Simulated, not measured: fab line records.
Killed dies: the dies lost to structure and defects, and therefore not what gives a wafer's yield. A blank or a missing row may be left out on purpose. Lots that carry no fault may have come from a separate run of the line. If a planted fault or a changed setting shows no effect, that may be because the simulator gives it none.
Matching of chambers | flow n5 finfet | ald sin-02 running N5_FIN_SAQP_SPACER2_ALD_28: 4 sister chambers
The step deposits SiO2, target thk 8.1 nm, pulse time 1 s, purge time 2 s. 8 wafers are shown with their chamber, then 10 later ones without.

EACH WAFER AND ITS CHAMBER
wafer  | chamber | heater power w (W) | precursor pulse height rel
L076.1 | 3       | 401                | 0.994
L076.4 | 0       | 406                | 0.984
L086.1 | 3       | 406                | 0.961
L089.3 | 0       | 427                | 1.021
L091.4 | 1       | 523                | 0.981
L091.5 | 2       | 487                | 0.994
L093.1 | 2       | 482                | 0.981
L093.4 | 1       | 516                | 1.000

WAFERS WITH NO CHAMBER GIVEN
wafer  | heater power w (W) | precursor pulse height rel
L093.6 | 480                | 0.998
L094.1 | 413                | 0.991
L094.2 | 394                | 1.000
L094.6 | 392                | 0.995
L095.3 | 386                | 1.010
L095.5 | 487                | 1.009
L095.6 | 531                | 0.989
L097.1 | 477                | 1.000
L097.2 | 422                | 1.026
L097.3 | 398                | 1.023

CHAMBER TAKEN BY EACH
wafer  | from the rows above     | in truth
L093.6 | 2                       | 2
L094.1 | can't be placed: 0 or 3 | 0
L094.2 | can't be placed: 3 or 0 | 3
L094.6 | can't be placed: 3 or 0 | 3
L095.3 | can't be placed: 3 or 0 | 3
L095.5 | 2                       | 2
L095.6 | 1                       | 1
L097.1 | 2                       | 2
L097.2 | can't be placed: 0 or 3 | 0
L097.3 | can't be placed: 3 or 0 | 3
Placed correctly: 4 of 10. Can't be placed from these rows: 6 (the true chamber is among the candidates in 6). Number placed wrongly: 0.
How it was worked out, from the rows above alone: a wafer's distance from a chamber is the root of the sum, over the readings, of the square of ((its reading less the chamber's mean) divided by the reading's scatter). If the next closest chamber is less than 2 further off than the closest, the wafer can't be placed; otherwise it belongs to the closest. The mean given for a chamber averages the wafers shown for that chamber. The scatter: the root of (the sum of the squares of (reading less its chamber's mean) over the shown wafers, divided by (wafers less chambers)).
